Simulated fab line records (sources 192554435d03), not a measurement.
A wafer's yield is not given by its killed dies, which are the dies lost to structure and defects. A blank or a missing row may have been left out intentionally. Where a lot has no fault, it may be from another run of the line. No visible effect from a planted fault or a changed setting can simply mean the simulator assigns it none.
The tool behind it: which one? :: flow n5-finfet :: 12 lots, 34 wafers sampled, at 6 steps of a route of 1938

== WHAT THE GAUGES SHOWED, per wafer ==
Not one reading of a measure or inspect step in the record can be checked against a usual standard deviation.

== WHAT TOOL EACH LOT RAN ON (gives the tool, then ch and the chambers of the sampled wafers, and finally the start) ==
lot: L659
N5_BEOL_M9_DEGAS_44: pvd-sputter-02, day 9 16:57
N5_BEOL_M9_PRE_CLEAN_45: pvd-sputter-02, day 9 16:59
N5_BEOL_M9_ECD_50: ecd-cu-02 ch 0,1, day 9 18:01
N5_BEOL_M9_CMP_52: cmp-02 ch 0,1,2, day 9 19:11
N5_BEOL_M9_DEP_56: pecvd-03 ch 0,1,2, day 9 19:28
N5_PASSIVATION_PROBE_49: -

lot: L660
N5_BEOL_M9_DEGAS_44: pvd-sputter-01, day 9 18:51
N5_BEOL_M9_PRE_CLEAN_45: pvd-sputter-01, day 9 18:53
N5_BEOL_M9_ECD_50: ecd-cu-01 ch 0,1, day 9 19:56
N5_BEOL_M9_CMP_52: cmp-03 ch 0,2,3, day 9 21:08
N5_BEOL_M9_DEP_56: pecvd-04 ch 1,2, day 9 21:29
N5_PASSIVATION_PROBE_49: -

lot: L662
N5_BEOL_M9_DEGAS_44: pvd-sputter-02, day 10 10:45
N5_BEOL_M9_PRE_CLEAN_45: pvd-sputter-02, day 10 10:47
N5_BEOL_M9_ECD_50: ecd-cu-02 ch 0,1, day 10 13:16
N5_BEOL_M9_CMP_52: cmp-04 ch 0,1, day 10 13:43
N5_BEOL_M9_DEP_56: pecvd-03 ch 0,1, day 10 14:02
N5_PASSIVATION_PROBE_49: -

lot: L661
N5_BEOL_M9_DEGAS_44: pvd-sputter-02, day 10 10:52
N5_BEOL_M9_PRE_CLEAN_45: pvd-sputter-02, day 10 10:55
N5_BEOL_M9_ECD_50: ecd-cu-01 ch 0,1, day 10 13:21
N5_BEOL_M9_CMP_52: cmp-03 ch 1,2,3, day 10 13:46
N5_BEOL_M9_DEP_56: pecvd-04 ch 0,2, day 10 14:07
N5_PASSIVATION_PROBE_49: -

lot: L663
N5_BEOL_M9_DEGAS_44: pvd-sputter-03, day 10 18:53
N5_BEOL_M9_PRE_CLEAN_45: pvd-sputter-03, day 10 18:55
N5_BEOL_M9_ECD_50: ecd-cu-02 ch 0,1, day 10 19:44
N5_BEOL_M9_CMP_52: cmp-04 ch 1,2,3, day 10 20:27
N5_BEOL_M9_DEP_56: pecvd-03 ch 0,1,2, day 10 20:46
N5_PASSIVATION_PROBE_49: -

lot: L664
N5_BEOL_M9_DEGAS_44: pvd-sputter-02, day 11 05:53
N5_BEOL_M9_PRE_CLEAN_45: pvd-sputter-02, day 11 05:55
N5_BEOL_M9_ECD_50: ecd-cu-02 ch 0,1, day 11 07:05
N5_BEOL_M9_CMP_52: cmp-04 ch 2,3, day 11 07:38
N5_BEOL_M9_DEP_56: pecvd-03 ch 0,1,2, day 11 07:59
N5_PASSIVATION_PROBE_49: -

lot: L666
N5_BEOL_M9_DEGAS_44: pvd-sputter-03, day 11 13:06
N5_BEOL_M9_PRE_CLEAN_45: pvd-sputter-03, day 11 13:08
N5_BEOL_M9_ECD_50: ecd-cu-02 ch 0,1, day 11 14:10
N5_BEOL_M9_CMP_52: cmp-02 ch 0,1, day 11 14:35
N5_BEOL_M9_DEP_56: pecvd-04 ch 2, day 11 14:56
N5_PASSIVATION_PROBE_49: -

lot: L675
N5_BEOL_M9_DEGAS_44: pvd-sputter-02, day 14 03:53
N5_BEOL_M9_PRE_CLEAN_45: pvd-sputter-02, day 14 03:56
N5_BEOL_M9_ECD_50: ecd-cu-01 ch 0,1, day 14 04:43
N5_BEOL_M9_CMP_52: cmp-04 ch 1,2, day 14 05:39
N5_BEOL_M9_DEP_56: pecvd-01 ch 1,2, day 14 05:56
N5_PASSIVATION_PROBE_49: -

lot: L677
N5_BEOL_M9_DEGAS_44: pvd-sputter-01, day 14 07:10
N5_BEOL_M9_PRE_CLEAN_45: pvd-sputter-01, day 14 07:13
N5_BEOL_M9_ECD_50: ecd-cu-01 ch 0,1, day 14 07:57
N5_BEOL_M9_CMP_52: cmp-04 ch 0,2,3, day 14 08:26
N5_BEOL_M9_DEP_56: pecvd-01 ch 0,1,2, day 14 08:43
N5_PASSIVATION_PROBE_49: -

lot: L679
N5_BEOL_M9_DEGAS_44: pvd-sputter-02, day 14 22:53
N5_BEOL_M9_PRE_CLEAN_45: pvd-sputter-02, day 14 22:56
N5_BEOL_M9_ECD_50: ecd-cu-02 ch 0,1, day 15 00:10
N5_BEOL_M9_CMP_52: cmp-04 ch 1,2, day 15 00:34
N5_BEOL_M9_DEP_56: pecvd-01 ch 0,1,2, day 15 00:53
N5_PASSIVATION_PROBE_49: prober-01, day 17 14:22

lot: L681
N5_BEOL_M9_DEGAS_44: pvd-sputter-01, day 15 01:09
N5_BEOL_M9_PRE_CLEAN_45: pvd-sputter-01, day 15 01:11
N5_BEOL_M9_ECD_50: ecd-cu-01 ch 0,1, day 15 02:16
N5_BEOL_M9_CMP_52: cmp-02 ch 1,3, day 15 03:05
N5_BEOL_M9_DEP_56: pecvd-04 ch 1,2, day 15 03:25
N5_PASSIVATION_PROBE_49: -

lot: L682
N5_BEOL_M9_DEGAS_44: pvd-sputter-03, day 15 19:19
N5_BEOL_M9_PRE_CLEAN_45: pvd-sputter-03, day 15 19:22
N5_BEOL_M9_ECD_50: ecd-cu-02 ch 0,1, day 15 20:16
N5_BEOL_M9_CMP_52: cmp-03 ch 1,2,3, day 15 20:44
N5_BEOL_M9_DEP_56: pecvd-03 ch 0,1,2, day 15 21:01
N5_PASSIVATION_PROBE_49: -
- N5_BEOL_M9_DEGAS_44: time 60 s.
- N5_BEOL_M9_PRE_CLEAN_45: time 30 s.
- N5_BEOL_M9_ECD_50: material Cu, target thk 318 nm.
- N5_BEOL_M9_CMP_52: polishes, stops on SiCOH lowk, t overpolish 7 s, target thk 140 nm.
- N5_BEOL_M9_DEP_56: deposits SiCN from 3MS/NH3, target thk 15 nm, time 26.5 s.
- N5_PASSIVATION_PROBE_49

== WHAT THE TOOLS THEMSELVES READ (means of the sampled wafers that have a number; where no wafer has one, the mark that the record gives instead) ==
N5_BEOL_M9_DEGAS_44.
lot: L659
tool: pvd-sputter-02
heater-power-w (W): 362

lot: L660
tool: pvd-sputter-01
heater-power-w (W): 375

lot: L662
tool: pvd-sputter-02
heater-power-w (W): 300

lot: L661
tool: pvd-sputter-02
heater-power-w (W): 321

lot: L663
tool: pvd-sputter-03
heater-power-w (W): 302

lot: L664
tool: pvd-sputter-02
heater-power-w (W): 337

lot: L666
tool: pvd-sputter-03
heater-power-w (W): 351

lot: L675
tool: pvd-sputter-02
heater-power-w (W): 320

lot: L677
tool: pvd-sputter-01
heater-power-w (W): 321

lot: L679
tool: pvd-sputter-02
heater-power-w (W): 339

lot: L681
tool: pvd-sputter-01
heater-power-w (W): 374

lot: L682
tool: pvd-sputter-03
heater-power-w (W): 316

N5_BEOL_M9_PRE_CLEAN_45.
lot: L659
tool: pvd-sputter-02
heater-power-w (W): 360

lot: L660
tool: pvd-sputter-01
heater-power-w (W): 367

lot: L662
tool: pvd-sputter-02
heater-power-w (W): 301

lot: L661
tool: pvd-sputter-02
heater-power-w (W): 321

lot: L663
tool: pvd-sputter-03
heater-power-w (W): 297

lot: L664
tool: pvd-sputter-02
heater-power-w (W): 343

lot: L666
tool: pvd-sputter-03
heater-power-w (W): 348

lot: L675
tool: pvd-sputter-02
heater-power-w (W): 321

lot: L677
tool: pvd-sputter-01
heater-power-w (W): 328

lot: L679
tool: pvd-sputter-02
heater-power-w (W): 338

lot: L681
tool: pvd-sputter-01
heater-power-w (W): 365

lot: L682
tool: pvd-sputter-03
heater-power-w (W): 319

N5_BEOL_M9_CMP_52.
lot: L659
tool: cmp-02
motor-current-A (A): 5.6
time-to-endpoint-s (s): 61

lot: L660
tool: cmp-03
motor-current-A (A): 5.4
time-to-endpoint-s (s): 64

lot: L662
tool: cmp-04
motor-current-A (A): 5.6
time-to-endpoint-s (s): 62

lot: L661
tool: cmp-03
motor-current-A (A): 5.8
time-to-endpoint-s (s): 66

lot: L663
tool: cmp-04
motor-current-A (A): 6.5
time-to-endpoint-s (s): 61

lot: L664
tool: cmp-04
motor-current-A (A): 6.0
time-to-endpoint-s (s): 66

lot: L666
tool: cmp-02
motor-current-A (A): 5.4
time-to-endpoint-s (s): 76

lot: L675
tool: cmp-04
motor-current-A (A): 6.6
time-to-endpoint-s (s): 63

lot: L677
tool: cmp-04
motor-current-A (A): 6.0
time-to-endpoint-s (s): 65

lot: L679
tool: cmp-04
motor-current-A (A): 7.1
time-to-endpoint-s (s): 60

lot: L681
tool: cmp-02
motor-current-A (A): 5.3
time-to-endpoint-s (s): 62

lot: L682
tool: cmp-03
motor-current-A (A): 5.6
time-to-endpoint-s (s): 63

N5_BEOL_M9_DEP_56.
lot: L659
tool: pecvd-03
showerhead-plenum-p-Torr (Torr): 3.664
throttle-valve-pct (%): 8.8

lot: L660
tool: pecvd-04
showerhead-plenum-p-Torr (Torr): 3.647
throttle-valve-pct (%): 9.0

lot: L662
tool: pecvd-03
showerhead-plenum-p-Torr (Torr): 3.666
throttle-valve-pct (%): 9.1

lot: L661
tool: pecvd-04
showerhead-plenum-p-Torr (Torr): 3.643
throttle-valve-pct (%): 9.2

lot: L663
tool: pecvd-03
showerhead-plenum-p-Torr (Torr): 3.669
throttle-valve-pct (%): 8.7

lot: L664
tool: pecvd-03
showerhead-plenum-p-Torr (Torr): 3.665
throttle-valve-pct (%): 8.7

lot: L666
tool: pecvd-04
showerhead-plenum-p-Torr (Torr): 3.655
throttle-valve-pct (%): 8.8

lot: L675
tool: pecvd-01
showerhead-plenum-p-Torr (Torr): 3.661
throttle-valve-pct (%): 8.7

lot: L677
tool: pecvd-01
showerhead-plenum-p-Torr (Torr): 3.655
throttle-valve-pct (%): 9.0

lot: L679
tool: pecvd-01
showerhead-plenum-p-Torr (Torr): 3.657
throttle-valve-pct (%): 9.0

lot: L681
tool: pecvd-04
showerhead-plenum-p-Torr (Torr): 3.657
throttle-valve-pct (%): 9.2

lot: L682
tool: pecvd-03
showerhead-plenum-p-Torr (Torr): 3.665
throttle-valve-pct (%): 8.8

N5_PASSIVATION_PROBE_49.
lot: L679
tool: prober-01
defect-limited-yield (%): 91.1
killed_at_M0_to_M3: 44
killed_at_M4_up: 13
killed-at-contacts: 9
killed-at-front-end: 33
killed-at-other: 5.0
killed-dies: 104
killed-open: 70
killed-short: 32
sort_bin_4_leakage (%): 0.00
sort_bin_5_function (%): 4.9
sort_bin_6_memory (%): 3.5
sort_bin_8_speed (%): 0.00
sort-n-pass: 1076
sort-yield-pct (%): 91.1

== THE ANSWER, worked out from the rows above alone ==
Rule: the lots themselves supply what counts as usual. The widest of any qualifying gaps counts: lots, ordered by their means at a reading, are off when they make up no more than a third of the lots, leave a main group of 4 or more, and stand apart from it by 3 or more times the standard deviation of that group's means. A main group is skipped when, at the precision printed for the reading in the tables above, its means are all equal. A lot without any number at a reading at which 4 lots or more have one is off too. Any other lot the step has rows for is counted as sound. Order of review: gauges by route order, followed by the tools' own readings, for which a lot's mean as printed above is used. At the first step where some lot is off, the reading lying furthest off is the one used; lots without a number count as furthest.
Off at N5_BEOL_M9_CMP_52 (time-to-endpoint-s): L666. For the main group the mean is 63 s and the standard deviation 2.
If a tool, at that step or one of the process steps before it, ran each lot that is off and ran no sound lot following the first of them, it fits. Of those tried, none fits.

== WHAT WAS PUT IN BY THE SIMULATOR ==
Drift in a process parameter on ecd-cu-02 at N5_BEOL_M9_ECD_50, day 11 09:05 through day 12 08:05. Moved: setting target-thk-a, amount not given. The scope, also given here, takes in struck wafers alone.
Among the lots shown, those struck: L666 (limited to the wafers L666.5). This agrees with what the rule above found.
